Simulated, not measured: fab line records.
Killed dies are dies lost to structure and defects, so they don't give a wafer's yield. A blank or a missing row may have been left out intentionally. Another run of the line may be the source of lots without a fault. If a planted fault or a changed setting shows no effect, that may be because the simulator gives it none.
Matching of chambers    flow n5Finfet    aldSin-02 running N5_SPACER0_ALD_08: 4 sister chambers
The step deposits SiNx, target thk 2 nm. 8 wafers are shown with their chamber, then 10 later ones without.

WAFERS WITH THEIR CHAMBER
wafer   chamber  heaterPowerW (W)
L085.2  0        780
L086.4  1        862
L086.6  1        843
L089.2  2        755
L089.4  3        829
L089.5  3        822
L090.1  2        776
L090.4  0        793

WAFERS WITHOUT THEIR CHAMBER
wafer   heaterPowerW (W)
L090.5  797
L091.1  856
L091.4  838
L091.6  830
L093.1  834
L093.3  841
L093.5  770
L095.1  717
L095.2  858
L095.4  756

WHICH CHAMBER EACH ONE RAN IN
wafer   from the rows above           in truth
L090.5  can't be placed: 0 or 3 or 2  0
L091.1  1                             1
L091.4  can't be placed: 3 or 1       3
L091.6  can't be placed: 3 or 1       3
L093.1  can't be placed: 3 or 1       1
L093.3  can't be placed: 1 or 3       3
L093.5  can't be placed: 2 or 0       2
L095.1  can't be placed: 2 or 0       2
L095.2  1                             1
L095.4  can't be placed: 2 or 0       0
Placed correctly: 2 of 10. From these rows, 8 cannot be placed; in 8 the true chamber is one of the candidates. 0 placed wrongly.
How it was worked out, from the rows above alone: a wafer's distance from a chamber is the root of the sum, over the readings, of the square of ((its reading less the chamber's mean) divided by the reading's scatter). The wafer belongs to the nearest chamber; if the next one is less than 2 further off, it can't be placed. The mean given for a chamber averages the wafers shown for that chamber. How the scatter is found: for the shown wafers, subtract from each reading the mean of its chamber, square and add these, divide the total by (wafers less chambers), then take the root.
